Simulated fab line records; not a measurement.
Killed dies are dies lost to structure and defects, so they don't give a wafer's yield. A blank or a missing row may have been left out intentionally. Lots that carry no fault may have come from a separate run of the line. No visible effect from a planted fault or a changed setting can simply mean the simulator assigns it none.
Split-lot trial || flow n5Finfet || 21 wafers read from 7 lots, route of 1938 steps

== ABOUT THE SPLIT ==
At N5_BEOL_M15_EXPOSE_25 (exposes mask M15, target cd 400 nm), the setting doseMj was moved away from the recipe's 35.5 on 10 of the 21 wafers read, by -3.1% to +6.8%. All remaining wafers had this setting at the recipe value.

== FROM THE SPLIT TO THE READING: what the file shows between them, 2 steps ==
- N5_BEOL_M15_DEVELOP_27: develop time 45 s (also split here: developTimeS)
- N5_BEOL_M15_HARDBAKE_32: time 120 s

== THE READING ==
At N5_BEOL_M15_CD_MEAS_28: cdNm in nanometres, against a target cd of 407.6 nm. Fault-free wafers of this fab line usually give 407.6 nm, standard deviation 1.6 nm.

{"wafer": "L077.1", "tool, chamber at the split": "krfScanner-02, 0", "doseMj as run": 36.47, "against the recipe": "+2.7%", "cdNm, nm": 411.1, "against lot-mates on the recipe": "+7.3"}
{"wafer": "L077.2", "tool, chamber at the split": "krfScanner-02, 0", "doseMj as run": 36.47, "against the recipe": "+2.7%", "cdNm, nm": 408.7, "against lot-mates on the recipe": "+4.9"}
{"wafer": "L077.6", "tool, chamber at the split": "krfScanner-02, 0", "doseMj as run": 35.5, "against the recipe": "recipe", "cdNm, nm": 403.8, "against lot-mates on the recipe": "-"}
{"wafer": "L076.1", "tool, chamber at the split": "krfScanner-01, 0", "doseMj as run": 37.07, "against the recipe": "+4.4%", "cdNm, nm": 414.8, "against lot-mates on the recipe": "+8.2"}
{"wafer": "L076.3", "tool, chamber at the split": "krfScanner-01, 0", "doseMj as run": 37.07, "against the recipe": "+4.4%", "cdNm, nm": 412.0, "against lot-mates on the recipe": "+5.4"}
{"wafer": "L076.5", "tool, chamber at the split": "krfScanner-01, 0", "doseMj as run": 35.5, "against the recipe": "recipe", "cdNm, nm": 406.6, "against lot-mates on the recipe": "-"}
{"wafer": "L082.2", "tool, chamber at the split": "krfScanner-01, 0", "doseMj as run": 35.5, "against the recipe": "recipe", "cdNm, nm": 405.4, "against lot-mates on the recipe": "-"}
{"wafer": "L082.3", "tool, chamber at the split": "krfScanner-01, 0", "doseMj as run": 35.5, "against the recipe": "recipe", "cdNm, nm": 409.3, "against lot-mates on the recipe": "-"}
{"wafer": "L082.5", "tool, chamber at the split": "krfScanner-01, 0", "doseMj as run": 35.5, "against the recipe": "recipe", "cdNm, nm": 408.3, "against lot-mates on the recipe": "-"}
{"wafer": "L079.4", "tool, chamber at the split": "krfScanner-02, 0", "doseMj as run": 37.47, "against the recipe": "+5.5%", "cdNm, nm": 415.4, "against lot-mates on the recipe": "+7.5"}
{"wafer": "L079.5", "tool, chamber at the split": "krfScanner-02, 0", "doseMj as run": 37.47, "against the recipe": "+5.5%", "cdNm, nm": 414.3, "against lot-mates on the recipe": "+6.4"}
{"wafer": "L079.6", "tool, chamber at the split": "krfScanner-02, 0", "doseMj as run": 35.5, "against the recipe": "recipe", "cdNm, nm": 407.9, "against lot-mates on the recipe": "-"}
{"wafer": "L081.1", "tool, chamber at the split": "krfScanner-01, 0", "doseMj as run": 34.4, "against the recipe": "-3.1%", "cdNm, nm": 402.6, "against lot-mates on the recipe": -6.5}
{"wafer": "L081.5", "tool, chamber at the split": "krfScanner-01, 0", "doseMj as run": 35.5, "against the recipe": "recipe", "cdNm, nm": 409.1, "against lot-mates on the recipe": "-"}
{"wafer": "L081.6", "tool, chamber at the split": "krfScanner-01, 0", "doseMj as run": 34.4, "against the recipe": "-3.1%", "cdNm, nm": 402.5, "against lot-mates on the recipe": -6.6}
{"wafer": "L086.1", "tool, chamber at the split": "krfScanner-02, 0", "doseMj as run": 35.5, "against the recipe": "recipe", "cdNm, nm": 409.0, "against lot-mates on the recipe": "-"}
{"wafer": "L086.2", "tool, chamber at the split": "krfScanner-02, 0", "doseMj as run": 35.5, "against the recipe": "recipe", "cdNm, nm": 408.6, "against lot-mates on the recipe": "-"}
{"wafer": "L086.4", "tool, chamber at the split": "krfScanner-02, 0", "doseMj as run": 35.5, "against the recipe": "recipe", "cdNm, nm": 407.0, "against lot-mates on the recipe": "-"}
{"wafer": "L087.1", "tool, chamber at the split": "krfScanner-01, 0", "doseMj as run": 37.9, "against the recipe": "+6.8%", "cdNm, nm": 418.5, "against lot-mates on the recipe": "+9.6"}
{"wafer": "L087.2", "tool, chamber at the split": "krfScanner-01, 0", "doseMj as run": 35.5, "against the recipe": "recipe", "cdNm, nm": 408.9, "against lot-mates on the recipe": "-"}
{"wafer": "L087.4", "tool, chamber at the split": "krfScanner-01, 0", "doseMj as run": 37.9, "against the recipe": "+6.8%", "cdNm, nm": 419.0, "against lot-mates on the recipe": "+10.1"}

THE FIT
A straight line over all 21 wafers: cdNm changes by +1.48 nm for each +1% of doseMj; r = +0.94; the points scatter about the line by 1.6 nm.
The same after taking each lot's own level away (the mean of its wafers on the recipe; 21 wafers): +1.55 nm for each +1%; r = +0.96; scatter 1.4 nm.
According to that fit, moving doseMj by its largest amount changes the reading by 11 nm.
Across the lots, their own levels run from 403.80 to 409.10 nm, a range of 3.3 times the standard deviation given above.
So the lot-to-lot level changes the slope little: the two slopes agree.
Check: with one of the wafers moved furthest among these (+6.8%) left out of the fit, the line predicts +10.5 nm for it against its lot-mates. Against them it came out at +9.6 nm.

== ADDITIONAL SPLITS CARRIED BY THESE WAFERS ==
Note: prior to the reading, these wafers also went through further splits. Each is held against what the fit with the lots' levels taken away leaves over:
{"other split on the same wafers": "N5_BEOL_M13_DEVELOP_27 developTimeS", "wafers away from the commonest value": 9, "r with cdNm (lot level and that fit taken away)": "+0.04"}
{"other split on the same wafers": "N5_BEOL_M14_ETCH_68 timeS", "wafers away from the commonest value": 5, "r with cdNm (lot level and that fit taken away)": -0.08}
{"other split on the same wafers": "N5_BEOL_M15_DEVELOP_27 developTimeS", "wafers away from the commonest value": 10, "r with cdNm (lot level and that fit taken away)": "+0.09"}

== THE WHOLE CHAIN: every reading that the file lists as answering this split, in the file's order ==
{"step": "N5_BEOL_M15_CD_MEAS_28", "what it does": "target cd 407.6 nm", "reading": "cdNm", "change (the file's fit)": "+1.52 nm for each +1% of the setting", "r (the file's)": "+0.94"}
{"step": "N5_BEOL_M15_DESCUM_33", "what it does": "chemistry O2, time 7.9 s", "reading": "BEOL_M15.cdNm (the simulator's own value, which no gauge read)", "change (the file's fit)": "+1.5 nm for each +1% of the setting", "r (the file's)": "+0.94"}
{"step": "N5_BEOL_M15_TRENCH_ETCH_34", "what it does": "etches SiO2 in C4F8/O2/Ar, target depth 872.93 nm, time 199 s", "reading": "BEOL_M15.cdNm (the simulator's own value, which no gauge read)", "change (the file's fit)": "+1.45 nm for each +1% of the setting", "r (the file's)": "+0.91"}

== FILE'S OWN FIT ==
cdNm changes by +1.52 nm for each +1% of doseMj, r = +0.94.
